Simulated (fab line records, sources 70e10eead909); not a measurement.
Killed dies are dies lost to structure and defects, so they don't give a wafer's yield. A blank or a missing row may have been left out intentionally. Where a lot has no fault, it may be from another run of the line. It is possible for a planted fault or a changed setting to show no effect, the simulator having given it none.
Which tool is to blame? | flow nand-harc | 36 wafers from 12 lots sampled at 5 of the route's 1159 steps

WHAT EACH GAUGE READ, for each wafer
NHARC_END_SORT_01. Usual: defect-limited-yield 95.3 %, standard deviation 1.7; killed-at-array 28, standard deviation 11; killed-at-other 0.5, standard deviation 0.85; killed-at-periphery 2.7, standard deviation 1.9; killed-dies 32, standard deviation 12; killed-open 3.3, standard deviation 1.6; killed-short 2.1, standard deviation 1.5; sort_bin_2_pct 1.5 %, standard deviation 0.71; sort_bin_3_pct 0.25 %, standard deviation 0.23; sort_bin_4_pct 3.0 %, standard deviation 1.1; sort-n-pass 645, standard deviation 12; sort-rim-yield-pct 95 %, standard deviation 3.1; sort-yield-pct 95.3 %, standard deviation 1.7.
lot  | measured     | on        | defect-limited-yield (%) | killed-at-array | killed-at-other | killed-at-periphery | killed-dies | killed-open | killed-short | sort_bin_2_pct (%) | sort_bin_3_pct (%) | sort_bin_4_pct (%) | sort-n-pass | sort-rim-yield-pct (%) | sort-yield-pct (%) | flag
L943 | day 22 21:49 | prober-01 | 95.0 93.1 94.5           | 30 37 32        | 0 0 1           | 4 10 4              | 34 47 37    | 2 4 3       | 3 3 1        | 1.5 2.1 2.2        | 0.15 0.44 0.30     | 3.4 4.4 3.0        | 643 630 640 | 96 92 95               | 95.0 93.1 94.5     |
L946 | day 24 04:15 | prober-01 | 96.9 61.2 62.0           | 16 12 13        | 3 0 0           | 2 251 244           | 21 263 257  | 2 3 3       | 3 1 2        | 0.4 13.4 11.5      | 0 2.95 2.51        | 2.7 22.5 23.9      | 656 414 420 | 98 58 59               | 96.9 61.2 62.0     | OFF
L947 | day 23 20:22 | prober-02 | 61.0 96.0 95.7           | 23 27 27        | 0 0 0           | 241 0 2             | 264 27 29   | 2 4 3       | 1 1 0        | 12.9 1.5 1.2       | 2.22 0 0.30        | 23.9 2.5 2.8       | 413 650 648 | 54 94 94               | 61.0 96.0 95.7     | OFF

EACH LOT AND THE TOOL THAT RAN IT (in order: tool; ch and the chambers of the sampled wafers; start)
lot  | NHARC_P_BONDPAD_CMP_32        | NHARC_A_M1_DEGAS_29          | NHARC_A_M1_PVD_21                       | NHARC_A_BONDPAD_DESCUM_11
L931 | cmp-01 ch 0,3, day 6 10:14    | pvd-sputter-01, day 18 08:55 | pvd-sputter-01, day 18 12:41 or earlier | rie-diel-13 ch 0,1,3, day 18 12:41
L932 | cmp-02 ch 0,1,3, day 6 16:09  | pvd-sputter-02, day 18 05:29 | pvd-sputter-02, day 18 09:28 or earlier | rie-diel-09 ch 0,2,3, day 18 09:28
L934 | cmp-01 ch 0,2,3, day 7 12:46  | pvd-sputter-01, day 19 09:24 | pvd-sputter-01, day 19 13:26 or earlier | rie-diel-03 ch 0,1,3, day 19 13:26
L935 | cmp-04 ch 0,1,2, day 7 14:14  | pvd-sputter-01, day 19 14:09 | pvd-sputter-01, day 19 17:44 or earlier | rie-diel-13 ch 1,2,3, day 19 17:44
L936 | cmp-02 ch 0,1,3, day 7 17:59  | pvd-sputter-02, day 18 19:45 | pvd-sputter-02, day 18 23:43 or earlier | rie-diel-03 ch 0,1,3, day 18 23:43
L937 | cmp-04 ch 1,2,3, day 7 18:44  | pvd-sputter-03, day 18 23:45 | pvd-sputter-03, day 19 03:20 or earlier | rie-diel-13 ch 1,2,3, day 19 03:20
L938 | cmp-01 ch 0,1,3, day 8 03:16  | pvd-sputter-02, day 19 16:06 | pvd-sputter-02, day 19 20:16 or earlier | rie-diel-13 ch 0,1, day 19 20:16
L943 | cmp-02 ch 0,1,2, day 10 03:41 | pvd-sputter-03, day 21 08:34 | pvd-sputter-03, day 21 12:17 or earlier | rie-diel-13 ch 1,2,3, day 21 12:17
L946 | cmp-01 ch 1,2, day 10 11:17   | pvd-sputter-03, day 22 10:38 | pvd-sputter-03, day 22 15:14 or earlier | rie-diel-13 ch 0,3, day 22 15:14
L947 | cmp-01 ch 1,2,3, day 10 12:14 | pvd-sputter-02, day 22 08:50 | pvd-sputter-02, day 22 12:38 or earlier | rie-diel-03 ch 0,2,3, day 22 12:38
L950 | cmp-04 ch 2,3, day 11 03:51   | pvd-sputter-02, day 22 14:37 | pvd-sputter-02, day 22 18:47 or earlier | rie-diel-13 ch 0,1,2, day 22 18:47
L951 | cmp-02 ch 0,1,2, day 11 07:37 | pvd-sputter-02, day 22 15:34 | pvd-sputter-02, day 22 19:18 or earlier | rie-diel-09 ch 1,2, day 22 19:18
- NHARC_P_BONDPAD_CMP_32: polishes SiCN, target thk 200 nm.
- NHARC_A_M1_DEGAS_29: time 60 s.
- NHARC_A_M1_PVD_21: deposits Cu, target thk 30 nm, time 20.49 s.
- NHARC_A_BONDPAD_DESCUM_11: chemistry O2, time 3 s.

AS READ BY THE TOOLS THEMSELVES (means over the sampled wafers that have a number; for cases with no such wafer, the mark the record gives instead)
NHARC_P_BONDPAD_CMP_32. Usual: edge-zone-pressure-frac 1.000, standard deviation 0.005; motor-current-A 11.8 A, standard deviation 0.98.
lot  | tool   | edge-zone-pressure-frac | motor-current-A (A) | flag
L931 | cmp-01 | 1.000                   | 11.9                |
L932 | cmp-02 | 1.002                   | 12.2                |
L934 | cmp-01 | 1.000                   | 11.8                |
L935 | cmp-04 | 0.998                   | 11.5                |
L936 | cmp-02 | 1.001                   | 11.9                |
L937 | cmp-04 | 0.998                   | 11.8                |
L938 | cmp-01 | 1.002                   | 12.3                |
L943 | cmp-02 | 1.002                   | 11.5                |
L946 | cmp-01 | 1.003                   | 12.4                |
L947 | cmp-01 | 1.001                   | 12.2                |
L950 | cmp-04 | 1.004                   | 11.9                |
L951 | cmp-02 | 1.000                   | 11.6                |

NHARC_A_M1_DEGAS_29. Usual: heater-power-w at 329 W, with a standard deviation of 33.
lot  | tool           | heater-power-w (W) | flag
L931 | pvd-sputter-01 | 343                |
L932 | pvd-sputter-02 | 298                |
L934 | pvd-sputter-01 | 351                |
L935 | pvd-sputter-01 | 361                |
L936 | pvd-sputter-02 | 312                |
L937 | pvd-sputter-03 | 320                |
L938 | pvd-sputter-02 | 331                |
L943 | pvd-sputter-03 | 344                |
L946 | pvd-sputter-03 | 317                |
L947 | pvd-sputter-02 | 328                |
L950 | pvd-sputter-02 | 280                |
L951 | pvd-sputter-02 | 340                |

NHARC_A_M1_PVD_21. Usual: throttle-valve-pct at 30.2 %, with a standard deviation of 0.84.
lot  | tool           | throttle-valve-pct (%) | flag
L931 | pvd-sputter-01 | 30.5                   |
L932 | pvd-sputter-02 | 29.8                   |
L934 | pvd-sputter-01 | 30.2                   |
L935 | pvd-sputter-01 | 30.5                   |
L936 | pvd-sputter-02 | 30.2                   |
L937 | pvd-sputter-03 | 30.2                   |
L938 | pvd-sputter-02 | 30.3                   |
L943 | pvd-sputter-03 | 30.1                   |
L946 | pvd-sputter-03 | 30.3                   |
L947 | pvd-sputter-02 | 29.8                   |
L950 | pvd-sputter-02 | 30.4                   |
L951 | pvd-sputter-02 | 30.2                   |

NHARC_A_BONDPAD_DESCUM_11. Usual: drypump-motor-current-A 5.63 A, standard deviation 0.26; oes-product-au 0.999 a.u., standard deviation 0.0082; rf-vpp-V 57.7 V, standard deviation 0.89; showerhead-plenum-p-Torr 1.89 Torr, standard deviation 0.058; throttle-valve-pct 11.312 %, standard deviation 0.0092.
lot  | tool        | drypump-motor-current-A (A) | oes-product-au (a.u.) | rf-vpp-V (V) | showerhead-plenum-p-Torr (Torr) | throttle-valve-pct (%) | flag
L931 | rie-diel-13 | 5.49                        | 0.991                 | 57.4         | 1.90                            | 11.315                 |
L932 | rie-diel-09 | 5.96                        | 0.999                 | 57.3         | 1.84                            | 11.314                 |
L934 | rie-diel-03 | 5.73                        | 1.007                 | 57.0         | 1.87                            | 11.309                 |
L935 | rie-diel-13 | 5.53                        | 0.997                 | 57.9         | 1.89                            | 11.309                 |
L936 | rie-diel-03 | 5.74                        | 0.997                 | 57.7         | 1.88                            | 11.313                 |
L937 | rie-diel-13 | 5.52                        | 1.003                 | 57.8         | 1.89                            | 11.311                 |
L938 | rie-diel-13 | 5.47                        | 0.996                 | 57.7         | 1.89                            | 11.307                 |
L943 | rie-diel-13 | 5.54                        | 1.000                 | 57.3         | 1.89                            | 11.304                 |
L946 | rie-diel-13 | 5.72                        | 1.001                 | 58.7         | 1.94                            | 11.319                 |
L947 | rie-diel-03 | 5.83                        | 1.006                 | 57.5         | 1.89                            | 11.318                 |
L950 | rie-diel-13 | 5.48                        | 0.994                 | 57.6         | 1.87                            | 11.309                 |
L951 | rie-diel-09 | 5.81                        | 0.996                 | 58.2         | 1.98                            | 11.311                 |

THE ANSWER, worked out from the rows above alone
Rule: a lot counts as off when the mean over its wafers that have a number is more than 3 standard deviations away from the usual mean. A lot without any number at a reading at which 4 lots or more have one is off too. Any other lot the step has rows for is counted as sound. After the gauges, taken in route order, come the tools' own readings; for these a lot's mean is taken, as printed above. At the first step where some lot is off, the reading lying furthest off is the one used; lots without a number count as furthest.
Off: L946, L947 (NHARC_END_SORT_01, killed-at-periphery). Neither off nor sound, because the step has no rows for them: L931, L932, L934, L935, L936, L937, L938, L950, L951.
If a tool, at a process step before that reading, ran all the lots that are off and no sound lot after the first of them, it fits. Gauges at NHARC_END_SORT_01: tried the same way as those tools. NHARC_A_M1_PVD_21 gives no start for some lots, so the hours and the order of its lots are those of NHARC_A_BONDPAD_DESCUM_11. One fits: NHARC_P_BONDPAD_CMP_32 on cmp-01. It ran no sound lot before its first lot that is off in this sample, so the start can't be narrowed down.

WHAT THE SIMULATOR PUT IN
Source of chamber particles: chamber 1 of cmp-01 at NHARC_P_BONDPAD_CMP_32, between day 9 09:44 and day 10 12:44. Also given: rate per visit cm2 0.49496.
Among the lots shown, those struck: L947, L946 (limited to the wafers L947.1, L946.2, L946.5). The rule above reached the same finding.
